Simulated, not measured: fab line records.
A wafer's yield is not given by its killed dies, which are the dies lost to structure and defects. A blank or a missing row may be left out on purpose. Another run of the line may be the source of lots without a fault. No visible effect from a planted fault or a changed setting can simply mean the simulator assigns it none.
Which tool was responsible? -- flow n5 finfet -- Sampling: 11 lots, 32 wafers, 5 of 1938 route steps

== WHAT THE GAUGES SHOWED, per wafer ==
N5_BEOL_M4_RC_MEAS_101. Usual: DIBL_N 37.0 mV/V, standard deviation 2.3; DIBL_P 37.3 mV/V, standard deviation 2.8; IOFF_N 0.17 nA/um, standard deviation 0.046; IOFF_P 0.23 nA/um, standard deviation 0.054; ION_N 675 uA/um, standard deviation 14; ION_P 460 uA/um, standard deviation 9.3; SS_N 71.7 mV/dec, standard deviation 0.73; SS_P 73.6 mV/dec, standard deviation 0.95; VT_N 249 mV, standard deviation 3.9; VT_P -250 mV, standard deviation 3.9.
lot,measured,on,DIBL_N (mV/V),DIBL_P (mV/V),IOFF_N (nA/um),IOFF_P (nA/um),ION_N (uA/um),ION_P (uA/um),SS_N (mV/dec),SS_P (mV/dec),VT_N (mV),VT_P (mV),flag
L152,day 7 23:18,prober-02,40.3 37.1 43.8,40.9 35.4 44.8,0.23 0.15 0.36,0.31 0.21 0.42,680 676 712,471 464 478,72.2 71.3 73.7,74.8 73.7 76.2,243 251 240,-246 -251 -243,
L153,day 8 02:19,prober-02,37.4 36.8 39.6,37.6 37.4 40.9,0.19 0.17 0.25,0.22 0.22 0.29,677 667 688,457 453 457,72.1 71.1 72.2,73.7 75.0 76.1,250 249 245,-249 -251 -248,
L156,day 9 01:54,prober-01,36.7 36.7 36.5,38.7 36.8 38.3,0.17 0.16 0.16,0.26 0.21 0.25,681 671 679,475 459 473,70.8 71.5 71.2,74.1 72.5 73.6,248 251 251,-247 -251 -247,
L158,day 9 08:11,prober-02,35.3 38.5 39.3,36.6 39.5 40.8,0.15 0.22 0.23,0.19 0.25 0.27,670 703 706,458 474 471,71.4 72.1 72.3,73.1 73.8 74.8,253 245 248,-255 -251 -249,
L160,day 10 05:55,prober-01,38.9 37.5 38.8,41.4 38.2 40.7,0.20 0.16 0.21,0.29 0.23 0.28,679 682 691,467 470 474,71.3 72.1 72.2,74.8 74.1 74.7,248 249 248,-246 -250 -246,
L161,day 10 06:52,prober-02,35.7 41.2,35.0 42.4,0.15 0.27,0.23 0.37,677 700,468 473,71.5 73.1,73.0 74.4,250 244,-246 -243,
L163,day 10 19:25,prober-01,37.4 39.7 37.1,35.9 38.7 36.5,0.17 0.21 0.15,0.19 0.24 0.20,670 677 650,458 461 450,71.4 72.4 71.0,73.9 73.9 72.9,247 246 252,-251 -251 -251,
L167,day 12 11:37,prober-01,36.8 39.9 36.6,37.9 41.1 36.6,0.16 0.19 0.16,0.22 0.27 0.19,677 679 673,459 466 457,71.4 72.4 71.0,72.9 74.2 73.1,249 248 248,-250 -249 -252,
L172,day 13 14:05,prober-01,38.3 36.8 37.2,39.4 38.0 38.0,0.20 0.17 0.18,0.24 0.21 0.22,673 671 666,456 455 455,71.8 72.3 71.8,73.6 72.9 73.7,247 250 248,-251 -252 -250,
L174,day 14 07:43,prober-02,37.7 40.0 35.8,38.9 40.9 37.0,0.19 0.24 0.15,0.28 0.30 0.23,670 696 677,460 474 471,72.9 73.1 71.6,73.9 74.6 73.2,249 244 250,-247 -245 -248,
L175,day 14 06:08,prober-01,37.3 37.0 33.1,38.5 38.7 34.3,0.16 0.17 0.10,0.18 0.18 0.13,675 675 656,450 449 445,72.0 71.9 70.3,74.2 73.9 72.1,252 251 256,-257 -256 -258,

== WHAT TOOL EACH LOT RAN ON (gives the tool, then ch and the chambers of the sampled wafers, and finally the start) ==
lot,N5_BEOL_M1_ANNEAL_80,N5_BEOL_M1_SPUTTER_88,N5_BEOL_M1_SPUTTER_92,N5_BEOL_M1_ANNEAL_93
L152,"pvd sputter-01, day 6 06:59","pvd sputter-01, day 6 07:34","pvd sputter-01, day 6 08:00","pvd sputter-01, day 6 08:05"
L153,"pvd sputter-01, day 6 09:58","pvd sputter-01, day 6 10:33","pvd sputter-01, day 6 10:59","pvd sputter-01, day 6 11:04"
L156,"pvd sputter-02, day 7 12:38","pvd sputter-02, day 7 13:13","pvd sputter-02, day 7 13:39","pvd sputter-02, day 7 13:44"
L158,"pvd sputter-03, day 7 20:36","pvd sputter-03, day 7 21:11","pvd sputter-03, day 7 21:37","pvd sputter-03, day 7 21:42"
L160,"pvd sputter-03, day 8 20:05","pvd sputter-03, day 8 20:40","pvd sputter-03, day 8 21:07","pvd sputter-03, day 8 21:11"
L161,"pvd sputter-01, day 8 23:47","pvd sputter-01, day 9 00:20","pvd sputter-01, day 9 00:46","pvd sputter-01, day 9 00:53"
L163,"pvd sputter-03, day 9 02:37","pvd sputter-03, day 9 03:11","pvd sputter-03, day 9 03:38","pvd sputter-03, day 9 03:43"
L167,"pvd sputter-02, day 10 08:21","pvd sputter-02, day 10 08:56","pvd sputter-02, day 10 09:22","pvd sputter-02, day 10 09:27"
L172,"pvd sputter-02, day 11 08:04","pvd sputter-02, day 11 08:39","pvd sputter-02, day 11 09:05","pvd sputter-02, day 11 09:10"
L174,"pvd sputter-01, day 12 08:17","pvd sputter-01, day 12 08:52","pvd sputter-01, day 12 09:19","pvd sputter-01, day 12 09:23"
L175,"pvd sputter-01, day 12 10:33","pvd sputter-01, day 12 11:08","pvd sputter-01, day 12 11:34","pvd sputter-01, day 12 11:39"
- N5_BEOL_M1_ANNEAL_80: time 240 s.
- N5_BEOL_M1_SPUTTER_88: material Cu, target thk 4.5 nm, time 8.29 s.
- N5_BEOL_M1_SPUTTER_92: material Cu, target thk 4.5 nm, time 8.29 s.
- N5_BEOL_M1_ANNEAL_93: time 240 s.

== AS READ BY THE TOOLS THEMSELVES (means over the sampled wafers that have a number; for cases with no such wafer, the mark the record gives instead) ==
N5_BEOL_M1_ANNEAL_80. Usual: heater power w reads 926 W (standard deviation 87).
lot,tool,heater power w (W),flag
L152,pvd sputter-01,995,
L153,pvd sputter-01,989,
L156,pvd sputter-02,916,
L158,pvd sputter-03,900,
L160,pvd sputter-03,949,
L161,pvd sputter-01,872,
L163,pvd sputter-03,934,
L167,pvd sputter-02,856,
L172,pvd sputter-02,824,
L174,pvd sputter-01,965,
L175,pvd sputter-01,1023,

N5_BEOL_M1_SPUTTER_88. Usual: chamber pressure pa 0.07 Pa, standard deviation 0.00014; throttle valve pct 29.9 %, standard deviation 0.85.
lot,tool,chamber pressure pa (Pa),throttle valve pct (%),flag
L152,pvd sputter-01,0.07,29.6,
L153,pvd sputter-01,0.07,29.8,
L156,pvd sputter-02,0.07,30.0,
L158,pvd sputter-03,0.07,30.9,
L160,pvd sputter-03,0.07,30.3,
L161,pvd sputter-01,0.07,28.6,
L163,pvd sputter-03,0.07,30.9,
L167,pvd sputter-02,0.07,29.7,
L172,pvd sputter-02,0.07,30.1,
L174,pvd sputter-01,0.07,29.8,
L175,pvd sputter-01,0.07,30.1,

N5_BEOL_M1_SPUTTER_92. Usual: chamber pressure pa 0.07 Pa, standard deviation 0.00013; throttle valve pct 29.9 %, standard deviation 0.85.
lot,tool,chamber pressure pa (Pa),throttle valve pct (%),flag
L152,pvd sputter-01,0.07,29.6,
L153,pvd sputter-01,0.07,29.8,
L156,pvd sputter-02,0.07,29.9,
L158,pvd sputter-03,0.07,30.8,
L160,pvd sputter-03,0.07,30.4,
L161,pvd sputter-01,0.07,28.8,
L163,pvd sputter-03,0.07,29.9,
L167,pvd sputter-02,0.07,29.9,
L172,pvd sputter-02,0.07,30.1,
L174,pvd sputter-01,0.07,29.8,
L175,pvd sputter-01,0.07,30.2,

N5_BEOL_M1_ANNEAL_93. Usual: heater power w reads 926 W (standard deviation 89).
lot,tool,heater power w (W),flag
L152,pvd sputter-01,987,
L153,pvd sputter-01,987,
L156,pvd sputter-02,892,
L158,pvd sputter-03,883,
L160,pvd sputter-03,940,
L161,pvd sputter-01,870,
L163,pvd sputter-03,911,
L167,pvd sputter-02,854,
L172,pvd sputter-02,810,
L174,pvd sputter-01,979,
L175,pvd sputter-01,1032,

== THE ANSWER, worked out from the rows above alone ==
Rule: take the mean of a lot's wafers that have a number; if it is more than 3 standard deviations from the usual mean, the lot is off. A lot without any number at a reading at which 4 lots or more have one is off too. All remaining lots with rows at the step are treated as sound. The gauges are gone through in route order, then the tools' own readings, and for those a lot's mean is taken as printed above. At the first step where some lot is off, the reading lying furthest off is the one used; lots without a number count as furthest.
No lot is off on any of the readings shown, so nothing can be concluded from this.

== WHAT THE SIMULATOR PUT IN ==
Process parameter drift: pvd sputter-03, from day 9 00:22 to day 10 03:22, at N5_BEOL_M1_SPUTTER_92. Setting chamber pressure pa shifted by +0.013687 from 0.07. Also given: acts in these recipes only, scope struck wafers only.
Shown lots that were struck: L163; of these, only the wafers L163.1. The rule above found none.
